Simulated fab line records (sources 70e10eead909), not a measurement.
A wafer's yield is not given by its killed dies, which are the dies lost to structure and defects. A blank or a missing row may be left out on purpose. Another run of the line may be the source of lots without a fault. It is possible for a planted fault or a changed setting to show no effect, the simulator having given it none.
Matching of chambers | flow nand-harc | pecvd-02 running NHARC_A_CONTACT_DEP_85: 3 sister chambers
The step deposits SiON, target thk 50 nm. 16 wafers are shown with their chamber, then 8 later ones without.

== WAFERS, EACH WITH ITS CHAMBER ==
wafer  | chamber | heater-power-w (W)
L088.2 | 2       | 788
L088.5 | 2       | 787
L088.6 | 1       | 712
L085.1 | 0       | 834
L085.2 | 1       | 740
L085.3 | 2       | 689
L085.4 | 0       | 877
L085.5 | 2       | 721
L085.6 | 1       | 759
L093.3 | 0       | 819
L093.4 | 2       | 773
L093.6 | 1       | 804
L093.1 | 1       | 804
L093.2 | 2       | 797
L093.5 | 0       | 827
L096.2 | 2       | 776

SIGNATURES (means of the wafers above)
reading        | chamber 0 | chamber 1 | chamber 2 | scatter within a chamber
heater-power-w | 839.25    | 763.80    | 761.57    | 37.6
Rule: for each reading, subtract the chamber's mean from the wafer's reading, divide by that reading's scatter and square the result; add these up over the readings and take the root, which gives the wafer's distance from the chamber. The wafer belongs to the nearest chamber; if the next one is less than 2 further off, it can't be placed. The scatter: take each reading less its chamber's mean, square it, sum over the shown wafers, divide by the number of wafers less the number of chambers, and take the root.

== WAFERS WHOSE CHAMBER IS MISSING ==
wafer  | heater-power-w (W)
L096.5 | 712
L096.6 | 784
L096.1 | 839
L096.3 | 715
L096.4 | 856
L095.1 | 770
L095.2 | 831
L095.6 | 769

== EACH ONE'S CHAMBER ==
wafer  | from the rows above          | in truth
L096.5 | can't be placed: 2 or 1      | 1
L096.6 | can't be placed: 1 or 2 or 0 | 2
L096.1 | can't be placed: 0 or 1      | 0
L096.3 | can't be placed: 2 or 1      | 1
L096.4 | 0                            | 0
L095.1 | can't be placed: 1 or 2 or 0 | 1
L095.2 | can't be placed: 0 or 1 or 2 | 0
L095.6 | can't be placed: 1 or 2 or 0 | 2
1 of 8 placed correctly. Cannot be placed on the basis of these rows: 7; the candidates contain the true chamber in 7. Placed wrongly: 0.
